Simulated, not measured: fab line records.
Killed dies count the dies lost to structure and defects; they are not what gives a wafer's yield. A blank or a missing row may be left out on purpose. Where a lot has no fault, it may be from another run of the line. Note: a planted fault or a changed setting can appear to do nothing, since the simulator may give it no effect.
fab line records	flow n5_finfet
record lots=5	wafers=15	last_day=18
route steps=1938 shown BEOL_M14@1731
lots that met no fault: from a run of the same line without faults
start_h: hours from the record's opening day to when the first of the lot's shown wafers began	wait_h: hours since the lot's step before	" identical to the entry in the row above	L1.1+2: several wafers, shown together as one row	- value missing, or start not given	* or withheld: withheld	< > ~ a bound
route shown NAME@n: NAME is a module with steps in the file, n the number in the route of the first one	usual: mean and standard deviation over wafers with no fault	same: alike in all rows	chamber/n: place in a boat	sites: each site's reading	_std_site: the values' standard deviation	_edge_site: outer sites' mean less inner sites'	radius_mm: how far each site lies from the wafer's centre	mask NAME#n: copy n	behind: the tool/chamber that last shaped the wafer	hold: why the lot was held/for how many hours/how that ended	device: the n, p or np transistor that did not switch	end of line: the tests these same wafers got at the end of their route	for a step that has no rows: nothing shown but its recipe	killed: at the first sort, the dies lost to defects and structure; wafer yield is something else	map: a wafer's dies, marking killed ones x, the rest . and places with no die _
set.NAME: setting as actually run; set.NAME@STEP: the setting as run at that earlier step	model.NAME: the simulator's own value behind a step, which no gauge read
lots at some steps of the route; a table a step, a row a wafer
services: the hour from which a tool's chamber was out of use, counted from the record's first day as start_h (under 0 if before that day), plus the number of hours and why
## steps
# step N5_BEOL_M14_VIA_ETCH_16
# recipe chemistry=C4F8/O2/Ar	target=SiO2	he_inner_torr=15	he_outer_torr=30	target_depth_a=12313	time_s=withheld	ion_energy_ev=800	pressure_mtorr=20	source_w=1905	bias_w=2040	Ar_flow_sccm=400	C4F8_flow_sccm=16	O2_flow_sccm=12	ends=cleared
# step N5_BEOL_M14_STRIP_63
# recipe chemistry=O2	power_w=600	temp_c=60	pressure_mtorr=30	rf_frequency_hz=6e+07	bias_power_w=0	overash_fraction=0.3	o2_flow_sccm=225
# step N5_BEOL_M14_STRIP_64
# recipe chemistry=O2	power_w=600	temp_c=60	pressure_mtorr=30	rf_frequency_hz=6e+07	bias_power_w=0	overash_fraction=0.3	o2_flow_sccm=225
# step N5_BEOL_M14_STRIP_71
# recipe chemistry=post_etch_residue_remover	time_s=60	temp_c=25	remover_ph=withheld	remover_water_wt_pct=withheld	remover_fluoride_wt_pct=withheld
# step N5_BEOL_M14_SRD_72
# recipe time_s=30	temp_c=23	rinse_liquid=diw	dry=n2_spin	spin_rpm=1500	dry_time_s=30
# step N5_BEOL_M14_COAT_65
# recipe resist=SOC	temp_c=250	time_s=60	spin_rpm=1500	resist_thk_nm=450
# step N5_BEOL_M14_COAT_66
# recipe resist=SiARC	temp_c=220	time_s=60	spin_rpm=1500	resist_thk_nm=110
# step N5_BEOL_M14_COAT_22
# recipe spin_rpm=2888	resist_thk_nm=300
# step N5_BEOL_M14_EBR_24
# recipe solvent=PGMEA	ebr_width_mm=1.5
# step N5_BEOL_M14_SOFTBAKE_23
# recipe temp_c=130	time_s=60
# step N5_BEOL_M14_EXPOSE_25
# recipe mask_id=M14	na=0.8	source_shape=annular	sigma_inner=0.5	sigma_outer=0.8	polarization=unpolarized	target_cd_nm=280	dose_mj=26.6
# step N5_BEOL_M14_PEB_26
# recipe peb_temp_c=130	peb_time_s=90
# usual chill_plate_temp_C=23.01/0.11	heater_power_total_W=172.5/0.8	plate_temp_C=129.99/0.17
lot.wafer	tool	chamber	start_h	wait_h	chill_plate_temp_C	heater_power_total_W	plate_temp_C
L139.2	litho_track-01	0	321.77	0.0	23.14	173.2	129.83
L139.3	"	0	"	"	22.99	172.9	129.77
L139.5	"	0	"	"	22.97	171.5	129.73
L147.1	litho_track-01	0	383.27	0.1	23.17	169.6	128.22
L147.4	"	0	"	"	23.00	168.2	128.32
L147.6	"	0	"	"	22.98	170.6	128.28
L150.1	litho_track-01	0	388.49	0.1	22.99	171.3	128.69
L150.4	"	0	"	"	23.07	170.1	128.55
L150.5	"	0	"	"	23.13	168.5	128.67
L146.1	litho_track-01	0	391.47	0.1	23.06	170.2	128.55
L146.2	"	0	"	"	23.02	170.8	128.52
L146.4	"	0	"	"	22.88	169.2	128.23
L151.2	litho_track-05	0	407.13	0.0	22.91	171.1	129.78
L151.4	"	0	"	"	22.93	172.1	129.73
L151.6	"	0	"	"	23.07	172.8	130.10
# step N5_BEOL_M14_DEVELOP_27
# recipe develop_time_s=45	rinse_liquid=diw	dry=air_spin	dev_temp_c=21
# step N5_BEOL_M14_HARDBAKE_32
# recipe temp_c=130	time_s=120
# step N5_BEOL_M14_CD_MEAS_28
# recipe target_cd_nm=284.4	landing_energy_ev=500	detector=se_inlens
# usual cd_nm=285.2/1.8
lot.wafer	tool	chamber	start_h	wait_h	cd_nm
L139.2	cd_sem-02	0	321.88	-	286.0
L139.3	"	0	"	"	286.0
L139.5	"	0	"	"	286.3
L147.1	cd_sem-03	0	383.39	-	278.3
L147.4	"	0	"	"	277.7
L147.6	"	0	"	"	279.2
L150.1	cd_sem-02	0	388.60	-	278.9
L150.4	"	0	"	"	279.0
L150.5	"	0	"	"	278.8
L146.1	cd_sem-03	0	391.58	-	279.8
L146.2	"	0	"	"	279.5
L146.4	"	0	"	"	279.4
L151.2	cd_sem-02	0	407.25	-	285.5
L151.4	"	0	"	"	285.5
L151.6	"	0	"	"	284.7
# step N5_BEOL_M14_DESCUM_33
# recipe chemistry=O2	time_s=7.9	source_power_w=50	bias_power_w=20	pressure_mtorr=20	rf_frequency_hz=2.712e+07	temp_c=40	o2_flow_sccm=225
# usual drypump_motor_current_A=5.6/0.53	oes_product_au=0.78/0.075	rf_vpp_V=243.0/1.6	showerhead_plenum_p_Torr=2.08/0.077	throttle_valve_pct=20.39/0.21
lot.wafer	tool	chamber	start_h	wait_h	drypump_motor_current_A	oes_product_au	rf_hours_counter_h	rf_vpp_V	showerhead_plenum_p_Torr	throttle_valve_pct	model.BEOL_M14.cd_nm
L139.2	rie_diel-04	0	321.97	0.0	4.9	0.77	145	242.7	2.02	20.58	285.8
L139.3	"	1	"	"	5.7	0.70	227	241.0	1.98	20.18	285.6
L139.5	"	3	"	"	5.8	0.66	-	243.5	2.06	20.34	286.4
L147.1	rie_diel-03	3	383.48	0.0	5.7	0.74	165	241.3	1.99	20.34	278.6
L147.4	"	3	"	"	5.7	0.74	-	240.9	1.99	20.35	277.6
L147.6	"	1	"	"	6.3	0.74	-	244.1	2.06	20.07	279.4
L150.1	rie_diel-03	1	388.92	0.3	6.3	0.74	169	243.5	2.06	20.09	278.8
L150.4	"	3	"	"	5.7	0.73	-	240.6	1.99	20.33	278.6
L150.5	"	1	"	"	6.2	0.74	-	244.0	2.06	20.08	279.2
L146.1	rie_diel-06	3	391.67	0.0	5.0	0.83	101	245.0	2.20	20.65	280
L146.2	"	2	"	"	5.4	0.84	53	244.2	2.14	20.45	279.2
L146.4	"	2	"	"	5.3	0.85	-	243.6	2.14	20.45	279.2
L151.2	rie_diel-04	0	407.57	0.3	4.9	0.75	179	242.0	2.01	20.62	285
L151.4	"	2	"	"	6.8	0.88	34	241.9	2.03	20.46	285.4
L151.6	"	3	"	"	5.8	0.90	-	242.2	2.05	20.01	285
# step N5_BEOL_M14_ETCH_67
# recipe chemistry=CF4	target=SiARC	target_depth_a=1430	time_s=238.3	ion_energy_ev=80	pressure_mtorr=40	source_w=545	bias_w=36	Ar_flow_sccm=100	cf4_flow_sccm=100	ends=cleared
# step N5_BEOL_M14_ETCH_68
# recipe chemistry=N2/H2	target=SOC	mask_material=SiARC	source_w=3000	bias_w=350	temp_c=40	time_s=450	ion_energy_ev=200	pressure_mtorr=30	n2_flow_sccm=200	h2_flow_sccm=200
# step N5_BEOL_M14_STRIP_69
# recipe chemistry=N2/H2	temp_c=40	n2_flow_sccm=200	h2_flow_sccm=200	rf_frequency_hz=6e+07
# step N5_BEOL_M14_TRENCH_ETCH_34
# recipe chemistry=C4F8/O2/Ar	target=SiO2	target_depth_a=5566.5	mask_material=SOC	he_inner_torr=15	he_outer_torr=30	time_s=126.9	ion_energy_ev=800	pressure_mtorr=20	source_w=1905	bias_w=2040	Ar_flow_sccm=400	C4F8_flow_sccm=16	O2_flow_sccm=12
# step N5_BEOL_M14_STRIP_70
# recipe chemistry=C4F8/O2/Ar	resist=SiARC	rf_frequency_hz=6e+07
# step N5_BEOL_M14_STRIP_37
# recipe chemistry=O2	power_w=600	temp_c=60	pressure_mtorr=30	rf_frequency_hz=6e+07	bias_power_w=0	overash_fraction=0.3	o2_flow_sccm=225
# step N5_BEOL_M14_ETCH_38
# recipe chemistry=CF4/N2	target=SiCN	target_depth_a=1065	taper_deg=2	time_s=120.6	ion_energy_ev=150	mask_material=SiO2	pressure_mtorr=40	source_w=430	bias_w=70	Ar_flow_sccm=100	cf4_flow_sccm=60	n2_flow_sccm=60
# usual drypump_motor_current_A=5.6/0.53	oes_product_au=0.82/0.072	rf_vpp_V=382.3/2	showerhead_plenum_p_Torr=2.20/0.082	throttle_valve_pct=15.42/0.19
lot.wafer	tool	chamber	start_h	wait_h	drypump_motor_current_A	oes_product_au	rf_hours_counter_h	rf_vpp_V	showerhead_plenum_p_Torr	throttle_valve_pct	model.BEOL_M14.cd_nm
L139.2	rie_diel-06	1	-	-	5.9	0.85	85	385.3	2.33	15.39	279.8
L139.3	"	3	"	"	4.9	0.87	73	385.5	2.33	15.66	278
L139.5	"	3	"	"	4.9	0.86	-	385.0	2.33	15.63	286.2
L147.1	rie_diel-04	2	-	-	6.8	0.89	24	381.1	2.16	15.49	271.6
L147.4	"	2	"	"	6.8	0.89	-	381.4	2.16	15.50	270.8
L147.6	"	0	"	"	4.9	0.74	-	379.8	2.11	15.60	275.8
L150.1	rie_diel-04	3	-	-	5.8	0.91	14	381.5	2.17	15.05	277
L150.4	"	3	"	"	5.8	0.91	-	381.5	2.17	15.05	272.4
L150.5	"	0	"	"	5.0	0.75	-	379.3	2.11	15.61	276
L146.1	rie_diel-04	3	-	-	5.8	0.91	17	380.9	2.17	15.05	276
L146.2	"	2	"	"	6.8	0.89	31	382.1	2.16	15.52	274.6
L146.4	"	3	"	"	5.8	0.91	-	381.4	2.17	15.06	275.8
L151.2	rie_diel-06	2	-	-	5.4	0.86	61	384.4	2.23	15.32	278
L151.4	"	1	"	"	5.9	0.80	121	384.1	2.32	15.47	280.8
L151.6	"	1	"	"	5.9	0.81	-	384.2	2.32	15.46	282
# step N5_BEOL_M14_PRECLEAN_39
# recipe chemistry=residue_remover	time_s=60	temp_c=40
## services
tool	chamber	start_h	hours	kind
rie_diel-03	0	314.36	19.1	repair
rie_diel-03	1	319.35	9.5	repair
rie_diel-06	0	335.30	4.4	repair
rie_diel-03	3	338.59	11.0	repair
rie_diel-04	3	341.90	-	clean
rie_diel-04	3	341.90	-	consumable_replace:focus_ring
rie_diel-04	3	341.90	15.6	scheduled_down
rie_diel-04	3	341.90	15.6	vent_cycle
rie_diel-04	2	358.26	6.6	repair
rie_diel-06	2	379.85	11.7	repair
rie_diel-03	2	380.00	12.7	repair
rie_diel-04	1	384.22	-	clean
rie_diel-04	1	384.22	-	consumable_replace:focus_ring
rie_diel-04	1	384.22	-	consumable_replace:showerhead
rie_diel-04	1	384.22	16.0	scheduled_down
rie_diel-04	1	384.22	16.0	vent_cycle
rie_diel-06	0	386.76	22.5	repair
rie_diel-03	2	394.52	8.1	repair
rie_diel-06	-	396.50	0.7	repair
## key
first_sign step=N5_BEOL_M14_PEB_26	reading=plate_temp_C	direction=down	sigmas=9	usual=*	struck=*
effect step=N5_BEOL_M14_PEB_26	reading=heater_power_total_W	direction=down	sigmas=3.3	usual=*	struck=*
effect step=N5_BEOL_M14_CD_MEAS_28	reading=cd_nm	direction=down	sigmas=3.5	usual=285.2	struck=279.0	through=control_loop
model_effect step=N5_BEOL_M14_DESCUM_33	value=BEOL_M14.cd_nm	without=286.4	struck=279
model_effect step=N5_BEOL_M14_ETCH_38	value=BEOL_M14.cd_nm	without=281.9	struck=274.4
met_at N5_BEOL_M14_PEB_26
struck_wafers L146.1,L146.2,L146.4,L147.1,L147.4,L147.6,L150.1,L150.4,L150.5
loop_trim step=N5_BEOL_M14_EXPOSE_25	setting=dose	lots=L150
onset_between 321.77 383.27
fault kind=process_parameter_drift	tool=litho_track-01	chamber=-	onset_h=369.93	steps=N5_BEOL_M14_PEB_26	channel=peb_temp_c	offset=*	shape=step	end_h=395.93	acts_in=*	stated=*
# loop_trim: a control loop set the setting to another value than it would have without faults
